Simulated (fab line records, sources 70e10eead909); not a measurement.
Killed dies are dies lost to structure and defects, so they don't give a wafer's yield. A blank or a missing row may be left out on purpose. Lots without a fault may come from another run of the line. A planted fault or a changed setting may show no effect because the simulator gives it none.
Chamber matching | flow nand_harc | NHARC_A_BONDPAD_STRIP_16 on wet_bench-10: 7 sister chambers
The step strips in post etch residue remover, time 600 s. 12 wafers are shown with their chamber, then 7 later ones without.

WAFERS WITH THEIR CHAMBER
wafer  | chamber | temp_c (C)
L213.2 | 3       | 30.04
L213.6 | 6       | 29.93
L228.1 | 2       | 30.05
L228.4 | 1       | 30.04
L226.1 | 6       | 29.73
L226.3 | 5       | 30.08
L226.5 | 4       | 30.02
L225.3 | 3       | 29.96
L225.5 | 0       | 30.02
L225.6 | 1       | 30.03
L227.2 | 0       | 30.04
L227.4 | 4       | 29.93

WAFERS WITHOUT THEIR CHAMBER
wafer  | temp_c (C)
L227.6 | 30.01
L230.1 | 30.06
L230.3 | 30.01
L230.5 | 29.97
L235.3 | 29.98
L235.4 | 30.13
L235.6 | 30.01

WHICH CHAMBER EACH WENT THROUGH
wafer  | from the rows above                              | in truth
L227.6 | can't be placed: 3 or 0 or 1 or 4 or 2 or 5      | 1
L230.1 | can't be placed: 2 or 5 or 1 or 0 or 3 or 4      | 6
L230.3 | can't be placed: 3 or 0 or 1 or 4 or 2 or 5      | 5
L230.5 | can't be placed: 4 or 3 or 0 or 1 or 2 or 5 or 6 | 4
L235.3 | can't be placed: 4 or 3 or 0 or 1 or 2 or 5 or 6 | 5
L235.4 | can't be placed: 5 or 2 or 1 or 0 or 3 or 4      | 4
L235.6 | can't be placed: 3 or 0 or 1 or 4 or 2 or 5      | 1
Placed correctly: 0 of 7. Can't be placed from these rows: 7 (the true chamber is among the candidates in 6). Placed wrongly: 0.
How it was worked out, from the rows above alone: a wafer's distance from a chamber is the root of the sum, over the readings, of the square of ((its reading less the chamber's mean) divided by the reading's scatter). The wafer belongs to the nearest chamber; if the next one is less than 2 further off, it can't be placed. A chamber's mean is the mean of its shown wafers. The scatter: the root of (the sum of the squares of (reading less its chamber's mean) over the shown wafers, divided by (wafers less chambers)).
